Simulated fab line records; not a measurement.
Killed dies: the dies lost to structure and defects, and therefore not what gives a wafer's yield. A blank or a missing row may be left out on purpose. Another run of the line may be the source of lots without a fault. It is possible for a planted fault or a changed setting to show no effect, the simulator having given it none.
fab line records	flow n5-finfet
record: lots: 10	wafers: 30	last-day: 19
route steps=1938 shown BEOL_M4@1081 PASSIVATION@1936
lots that met no fault: from a run of the same line without faults
start-h: the number of hours between the record's first day and the start of the first shown wafer of the lot	wait-h: hours from the lot's prior step to this one	" repeats the value in the row above	L1.1+2: one row covering several wafers at once	- value missing, or start not given	* or withheld: withheld	< > ~ a bound
route shown NAME@n: NAME is a module with steps in the file, n the number in the route of the first one	usual: the fault-free wafers' mean and standard deviation	same: alike in all rows	chamber/n: place in a boat	sites: readings site by site	_std_site: how widely they spread, as a standard deviation	_edge_site: the outer-site mean with the inner-site mean subtracted	radius-mm: for every site, how far away it sits from the centre of the wafer	mask NAME#n: copy n	behind: tool/chamber where the wafer was last shaped	hold: reason for holding the lot/hours on hold/outcome of the hold	device: the transistor (n, p or np) that didn't switch	end of line: the same wafers' tests at the end of the route	for a step that has no rows: nothing shown but its recipe	killed: not the wafer's yield, but the dies lost to structure and defects at the first sort	map: dies across one wafer; x = killed, . = not, _ = none there
set.NAME: the setting as run; set.NAME@STEP: as run at that earlier step	model.NAME: the simulator's own value behind a step, which no gauge read
one table for each step of the route and one row for each wafer, over a sample of lots
services: a tool's chamber out of use, with start hour (start-h, from the record's first day; less than 0 if before it), hours out, and reason
== steps ==
step: N5_BEOL_M4_ALD_84
recipe: material: TaN	target-thk-a: *	temp-c: 275	ald-precursor-family: PDMAT	ald-co-reactant: NH3	pressure-torr: 3	carrier-flow-sccm: 1500	pulse-time-s: 2	purge-time-s: 3	co-reactant-purge-time-s: 2	co-reactant-pulse-time-s: 3	ald-cycles: 30	precursor-vessel-temp-c: 75	precursor-vessel-pressure-torr: 26.25	precursor-vessel-carrier-sccm: 1000
usual: heater-power-w: 402/38	precursor-vessel-carrier-sccm: 1000.1/2.9
lot.wafer	tool	chamber	start-h	wait-h	heater-power-w	precursor-vessel-carrier-sccm
L698.1	ald-metal-01	1	173.08	0.0	395	1003.8
L698.2	"	0	"	"	463	1000.7
L698.6	"	1	"	"	393	1004.4
L702.3	ald-metal-03	0	191.82	0.1	357	1000.4
L702.4	"	3	"	"	456	1003.7
L702.6	"	3	"	"	443	1003.3
L703.1	ald-metal-04	3	198.06	0.1	362	998.8
L703.3	"	1	"	"	385	1001.9
L703.4	"	2	"	"	448	1001.3
L706.1	ald-metal-04	1	231.74	0.0	381	1001.0
L706.2	"	2	"	"	431	998.7
L706.4	"	0	"	"	359	1000.5
L709.1	ald-metal-01	3	242.00	0.1	368	1000.6
L709.2	"	2	"	"	407	996.2
L709.6	"	0	"	"	472	1006.8
L710.2	ald-metal-03	3	259.07	0.0	454	999.4
L710.3	"	0	"	"	354	998.9
L710.4	"	1	"	"	436	998.0
L712.1	ald-metal-04	2	284.00	0.0	428	1003.0
L712.3	"	0	"	"	362	999.7
L712.5	"	2	"	"	429	1004.1
L713.2	ald-metal-01	2	288.25	0.0	395	999.6
L713.4	"	3	"	"	373	995.5
L713.5	"	1	"	"	387	997.2
L717.1	ald-metal-01	1	329.34	0.2	389	995.9
L717.2	"	0	"	"	478	1002.8
L717.4	"	2	"	"	393	1003.4
L719.3	ald-metal-01	2	333.88	0.0	386	1001.1
L719.4	"	3	"	"	383	997.8
L719.5	"	1	"	"	374	1001.7
step: N5_BEOL_M4_ANNEAL_95
recipe: temp-c: 400	time-s: 240	ambient: vacuum
usual: heater-power-w: 851/63
lot.wafer	tool	chamber	start-h	wait-h	heater-power-w
L698.1	pvd-sputter-02	-	175.18	0.0	805
L698.2	"	-	"	"	837
L698.6	"	-	"	"	820
L702.3	pvd-sputter-02	-	195.58	0.0	788
L702.4	"	-	"	"	1023
L702.6	"	-	"	"	1008
L703.1	pvd-sputter-03	-	202.28	0.0	883
L703.3	"	-	"	"	821
L703.4	"	-	"	"	861
L706.1	pvd-sputter-02	-	233.86	0.0	1013
L706.2	"	-	"	"	810
L706.4	"	-	"	"	860
L709.1	pvd-sputter-03	-	244.12	0.0	824
L709.2	"	-	"	"	907
L709.6	"	-	"	"	841
L710.2	pvd-sputter-02	-	261.22	0.0	1028
L710.3	"	-	"	"	812
L710.4	"	-	"	"	800
L712.1	pvd-sputter-01	-	286.10	0.0	866
L712.3	"	-	"	"	870
L712.5	"	-	"	"	819
L713.2	pvd-sputter-01	-	290.39	0.0	889
L713.4	"	-	"	"	866
L713.5	"	-	"	"	871
L717.1	pvd-sputter-01	-	331.58	0.0	864
L717.2	"	-	"	"	849
L717.4	"	-	"	"	891
L719.3	pvd-sputter-01	-	336.26	0.0	880
L719.4	"	-	"	"	776
L719.5	"	-	"	"	879
step: N5_BEOL_M4_ANNEAL_51
recipe: temp-c: 225	time-s: 90	ambient: N2
usual: anneal-temp-c-max: 226.5/0.58	wafer_temp_C_max: 226.0/0.33
lot.wafer	tool	chamber	start-h	wait-h	anneal-temp-c-max	wafer_temp_C_max
L698.1	rtp-anneal-02	0	175.52	0.1	225.8	225.9
L698.2	"	0	"	"	225.8	226.1
L698.6	"	0	"	"	225.8	226.5
L702.3	rtp-anneal-01	0	196.10	0.2	227.1	225.6
L702.4	"	0	"	"	227.4	225.7
L702.6	"	0	"	"	227.2	225.7
L703.1	rtp-anneal-01	0	202.61	0.1	226.8	225.8
L703.3	"	0	"	"	227.6	225.6
L703.4	"	0	"	"	226.8	225.9
L706.1	rtp-anneal-01	0	234.19	0.1	227.3	225.6
L706.2	"	0	"	"	226.7	226.0
L706.4	"	0	"	"	226.9	225.7
L709.1	rtp-anneal-02	0	244.77	0.4	225.6	226.8
L709.2	"	0	"	"	225.8	226.2
L709.6	"	0	"	"	225.5	226.1
L710.2	rtp-anneal-01	0	261.77	0.2	227.1	225.9
L710.3	"	0	"	"	227.6	226.1
L710.4	"	0	"	"	227.3	225.8
L712.1	rtp-anneal-01	0	286.44	0.1	227.2	225.7
L712.3	"	0	"	"	226.5	225.7
L712.5	"	0	"	"	227.4	225.7
L713.2	rtp-anneal-01	0	290.77	0.1	226.8	225.9
L713.4	"	0	"	"	226.7	225.7
L713.5	"	0	"	"	227.0	225.8
L717.1	rtp-anneal-02	0	331.93	0.1	226.1	225.6
L717.2	"	0	"	"	225.9	226.3
L717.4	"	0	"	"	225.6	226.1
L719.3	rtp-anneal-01	0	336.68	0.1	226.4	226.2
L719.4	"	0	"	"	226.9	225.6
L719.5	"	0	"	"	227.1	226.3
step: N5_BEOL_M4_INSPECT_59
recipe: inspect-instrument: darkfield	mode: post-dep
usual: raw-defect-count: 69/19
lot.wafer	tool	chamber	start-h	wait-h	raw-defect-count
L698.1	defect-inspect-01	-	176.40	0.0	94
L698.2	"	-	"	"	88
L698.6	"	-	"	"	74
L702.3	defect-inspect-02	-	196.89	0.0	51
L702.4	"	-	"	"	77
L702.6	"	-	"	"	112
L703.1	defect-inspect-01	-	203.53	0.0	73
L703.3	"	-	"	"	92
L703.4	"	-	"	"	48
L706.1	defect-inspect-02	-	235.08	0.0	96
L706.2	"	-	"	"	70
L706.4	"	-	"	"	61
L709.1	defect-inspect-02	-	245.65	0.0	110
L709.2	"	-	"	"	113
L709.6	"	-	"	"	86
L710.2	defect-inspect-01	-	262.60	0.0	77
L710.3	"	-	"	"	55
L710.4	"	-	"	"	45
L712.1	defect-inspect-01	-	287.33	0.0	63
L712.3	"	-	"	"	53
L712.5	"	-	"	"	58
L713.2	defect-inspect-02	-	291.62	0.0	53
L713.4	"	-	"	"	57
L713.5	"	-	"	"	59
L717.1	defect-inspect-01	-	333.11	0.0	46
L717.2	"	-	"	"	33
L717.4	"	-	"	"	58
L719.3	defect-inspect-02	-	337.97	0.0	77
L719.4	"	-	"	"	79
L719.5	"	-	"	"	82
step: N5_BEOL_M4_RC_MEAS_101
usual: COMB_M4_max_site: 7.9e-11/1.7e-11	DIBL_N: 36.8/1.9	DIBL_P: 36.5/2.1	IOFF_N: 0.17/0.038	IOFF_P: 0.22/0.039	ION_N: 675/12	ION_P: 463/7.4	SS_N: 71.6/0.71	SS_P: 73.4/0.72	VT_N: 249/3.3	VT_P: -250/3.3
lot.wafer	tool	chamber	start-h	wait-h	COMB_M4_max_site[S/m]	DIBL_N[mV/V]	DIBL_P[mV/V]	IOFF_N[nA/um]	IOFF_P[nA/um]	ION_N[uA/um]	ION_P[uA/um]	SS_N[mV/dec]	SS_P[mV/dec]	VT_N[mV]	VT_P[mV]
L698.1	prober-01	0	176.42	0.0	7.8e-11	34.7	34.3	0.12	0.16	657	453	71.0	72.6	251	-256
L698.2	"	0	"	"	7.2e-11	39.9	40.0	0.21	0.24	680	459	72.7	74.3	249	-252
L698.6	"	0	"	"	8.8e-11	35.7	34.5	0.12	0.16	656	450	70.9	72.9	252	-256
L702.3	prober-01	0	197.22	0.3	6.6e-11	34.9	33.1	0.12	0.15	653	449	71.0	72.1	254	-257
L702.4	"	0	"	"	1e-10	35.7	34.4	0.13	0.16	665	455	71.1	72.6	255	-255
L702.6	"	0	"	"	8.2e-11	32.1	30.7	0.10	0.13	645	447	70.5	72.0	255	-255
L703.1	prober-02	0	203.56	0.0	1.18e-10	40.9	40.5	0.23	0.29	690	470	72.9	75.1	247	-247
L703.3	"	0	"	"	9.4e-11	39.9	40.0	0.24	0.31	705	486	72.0	74.4	241	-244
L703.4	"	0	"	"	7.6e-11	36.8	35.5	0.16	0.21	678	468	70.9	73.7	249	-250
L706.1	prober-02	0	235.10	0.0	8.8e-11	39.0	39.6	0.23	0.31	690	478	72.3	73.2	242	-245
L706.2	"	0	"	"	5.7e-11	38.3	36.4	0.20	0.22	682	459	71.7	72.7	248	-250
L706.4	"	0	"	"	5.9e-11	37.9	38.0	0.19	0.25	688	473	71.8	73.6	246	-247
L709.1	prober-01	0	245.67	0.0	9.4e-11	37.2	36.3	0.16	0.21	664	460	71.0	73.0	251	-248
L709.2	"	0	"	"	9.8e-11	37.3	36.5	0.17	0.23	686	469	71.1	73.7	248	-248
L709.6	"	0	"	"	5.3e-11	34.9	34.8	0.13	0.19	672	464	70.8	72.8	252	-250
L710.2	prober-01	0	262.78	0.2	8.9e-11	35.2	34.2	0.15	0.18	670	458	70.6	72.4	249	-252
L710.3	"	0	"	"	6.7e-11	40.4	39.5	0.26	0.29	674	458	72.3	73.7	245	-247
L710.4	"	0	"	"	8.9e-11	34.9	35.6	0.14	0.21	678	480	70.3	72.1	250	-248
L712.1	prober-01	0	287.35	0.0	7.7e-11	39.0	37.3	0.23	0.27	668	461	73.2	73.8	247	-244
L712.3	"	0	"	"	9.1e-11	34.7	34.8	0.14	0.23	682	480	70.9	73.4	251	-248
L712.5	"	0	"	"	8.4e-11	41.0	40.3	0.31	0.33	682	470	72.9	75.1	242	-243
L713.2	prober-01	0	291.80	0.2	9e-11	36.7	37.7	0.18	0.24	675	467	72.2	73.5	247	-246
L713.4	"	0	"	"	1.07e-10	36.0	37.0	0.17	0.23	665	461	72.5	73.2	248	-248
L713.5	"	0	"	"	7.9e-11	33.4	34.2	0.13	0.19	660	458	71.2	72.3	250	-249
L717.1	prober-02	0	333.13	0.0	1.43e-10	36.7	36.4	0.19	0.22	697	480	71.0	73.7	246	-250
L717.2	"	0	"	"	9e-11	39.4	38.8	0.23	0.25	711	477	70.9	73.0	242	-249
L717.4	"	0	"	"	8.9e-11	39.3	39.0	0.24	0.25	712	474	71.5	74.3	244	-249
L719.3	prober-01	0	338.31	0.3	9.2e-11	36.0	36.2	0.15	0.20	674	460	71.2	72.9	249	-252
L719.4	"	0	"	"	8.2e-11	39.1	39.6	0.19	0.25	679	459	72.2	74.1	246	-249
L719.5	"	0	"	"	1.46e-10	37.1	37.7	0.17	0.24	675	464	72.1	73.0	249	-252
step: N5_PASSIVATION_PROBE_49
usual: defect-limited-yield: 91.3/1.4	killed_at_M0_to_M3: 33/11	killed_at_M4_up: 15/6.2	killed-at-contacts: 13/6.5	killed-at-front-end: 38/11	killed-at-other: 3.4/2.6	killed-dies: 102/17	killed-open: 67/12	killed-short: 34/7.9	sort_bin_4_leakage: 0.00/0.022	sort_bin_5_function: 5.1/0.88	sort_bin_6_memory: 3.3/0.65	sort_bin_8_speed: 0.00/0.0099	sort-n-pass: 1078/17	sort-yield-pct: 91.3/1.4
same: gross-dies: 1180	killed-at-back-side: 0
lot.wafer	tool	chamber	start-h	wait-h	defect-limited-yield[%]	killed_at_M0_to_M3	killed_at_M4_up	killed-at-contacts	killed-at-front-end	killed-at-other	killed-dies	killed-open	killed-short	sort_bin_4_leakage[%]	sort_bin_5_function[%]	sort_bin_6_memory[%]	sort_bin_8_speed[%]	sort-n-pass	sort-yield-pct[%]
L713.2	prober-01	-	394.05	0.1	90.1	20	28	20	45	4	117	86	30	0	6.0	3.6	0	1063	90.1
L713.4	prober-01	-	394.15	0.2	91.9	29	9	18	34	5	95	54	40	0	4.8	2.7	0	1085	91.9
L713.5	prober-01	-	394.20	0.2	91.4	20	11	20	48	2	101	67	33	0	5.1	3.5	0	1079	91.4
L717.1	prober-02	-	435.84	0.0	90.7	26	22	16	42	4	110	72	28	0.85	4.7	3.6	0	1070	90.7
L717.2	prober-02	-	435.89	0.1	89.2	39	10	19	55	5	128	73	45	0	5.9	4.2	0	1052	89.2
L717.4	prober-02	-	435.99	0.2	91.5	33	5	17	44	1	100	63	31	0	4.7	3.2	0	1080	91.5
L719.3	prober-02	-	455.84	0.1	94.4	27	9	6	22	2	66	41	25	0	3.1	2.5	0	1114	94.4
L719.4	prober-02	-	455.89	0.2	93.6	26	14	4	31	1	76	52	24	0	3.7	2.6	0	1104	93.6
L719.5	prober-02	-	455.94	0.2	93.0	24	31	6	22	0	83	43	31	0.76	3.6	2.5	0	1097	93.0
killed by level:class
L713.2 MOL_CONTACT_COAG:geometric-particle:open=20 STI_FIN_REVEAL:geometric-particle:open=18 FIN_SAQP:geometric-particle:short=13 BEOL_M2:geometric-particle:open=11 BEOL_M5:geometric-particle:open=7 BEOL_M4:geometric-particle:open=6 BEOL_M5:geometric-particle:short=5 FIN_SAQP:geometric-particle:open=3
L713.4 MOL_CONTACT_COAG:geometric-particle:open=13 BEOL_M0_SAQP:geometric-particle:short=8 FIN_SAQP:geometric-particle:short=7 FIN_SAQP:geometric-particle:open=6 DUMMY_GATE:geometric-particle:open=5 DUMMY_GATE:geometric-particle:short=5 MOL_CONTACT_COAG:geometric-particle:short=5 BEOL_M2:geometric-particle:open=5
L713.5 FIN_SAQP:geometric-particle:short=12 MOL_CONTACT_COAG:geometric-particle:open=11 STI_FIN_REVEAL:geometric-particle:open=10 FIN_SAQP:geometric-particle:open=9 MOL_CONTACT_COAG:geometric-particle:short=9 DUMMY_GATE:geometric-particle:open=7 BEOL_M2:geometric-particle:open=6 BEOL_M7:geometric-particle:open=5
L717.1 FIN_SAQP:geometric-particle:open=13 MOL_CONTACT_COAG:geometric-particle:open=11 BEOL_M2:geometric-particle:open=10 M4:area-ald=10 BEOL_M4:geometric-particle:open=6 FIN_SAQP:geometric-particle:short=5 GATE_CUT:geometric-particle:short=5 GATE_CUT:geometric-particle:open=5
L717.2 MOL_CONTACT_COAG:geometric-particle:open=16 FIN_SAQP:geometric-particle:short=13 FIN_SAQP:geometric-particle:open=9 GATE_CUT:geometric-particle:short=9 BEOL_M2:geometric-particle:open=9 BEOL_M3:geometric-particle:open=8 HKMG_FIN:area-etch=8 BEOL_M1:geometric-particle:open=7
L717.4 MOL_CONTACT_COAG:geometric-particle:open=14 FIN_SAQP:geometric-particle:open=9 BEOL_M2:geometric-particle:open=7 STI_FIN_REVEAL:geometric-particle:open=6 BEOL_M0_SAQP:geometric-particle:short=6 FIN_SAQP:geometric-particle:short=5 BEOL_M0_SAQP:geometric-particle:open=5 BEOL_M0:geometric-particle:open=5
L719.3 BEOL_M2:geometric-particle:open=7 GATE_CUT:geometric-particle:short=6 BEOL_M3:geometric-particle:open=6 BEOL_M1:geometric-particle:open=5 MOL_CONTACT_COAG:geometric-particle:open=4 FIN_SAQP:geometric-particle:open=3 BEOL_M0_SAQP:geometric-particle:short=3 BEOL_M4:geometric-particle:open=3
L719.4 BEOL_M1:geometric-particle:open=10 FIN_SAQP:geometric-particle:open=6 DUMMY_GATE:geometric-particle:open=6 STARTING-WAFER:geometric-particle:short=6 BEOL_M4:geometric-particle:open=4 BEOL_M3:geometric-particle:open=4 STARTING-WAFER:geometric-particle:open=4 DUMMY_GATE:geometric-particle:short=3
L719.5 BEOL_M4:geometric-particle:open=10 M4:area-ald=9 FIN_SAQP:geometric-particle:short=8 BEOL_M0_SAQP:geometric-particle:short=5 BEOL_M0_SAQP:geometric-particle:open=4 BEOL_M1:geometric-particle:open=4 BEOL_M3:geometric-particle:open=4 BEOL_M7:geometric-particle:open=4
== services ==
tool	chamber	start-h	hours	kind
ald-metal-03	-	177.15	0.4	repair
ald-metal-01	-	220.67	1.1	repair
ald-metal-04	3	232.94	-	calibration
rtp-anneal-01	-	244.32	0.9	pm
ald-metal-03	-	272.09	0.4	repair
ald-metal-04	-	318.09	1.4	repair
ald-metal-03	3	325.61	6.2	repair
== key ==
first-sign: step: N5_BEOL_M4_RC_MEAS_101	reading: COMB_M4_max_site	direction: up	sigmas: 3.9	usual: 7.9e-11	struck: 1.44e-10
effect: step: N5_PASSIVATION_PROBE_49	reading: sort_bin_4_leakage	direction: up	sigmas: 9.5	usual: 0.00	struck: 0.81
met-at N5_BEOL_M4_ALD_84
struck-lots L717,L719
struck-wafers L717.1,L719.5
not-acting-at N5_BEOL_M4_ANNEAL_95,N5_BEOL_M4_ANNEAL_51,N5_BEOL_M4_INSPECT_59
onset-between 288.25 329.34
fault: kind: site-profile-drift	tool: ald-metal-01	chamber: 1	onset-h: 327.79	steps: N5_BEOL_M4_ALD_84	basis: fraction	max-abs-drift: 0.25091	slope-share-per-hr: 55.757	site-pattern: 0,0,0,0,0,-1,-1,-1,-1
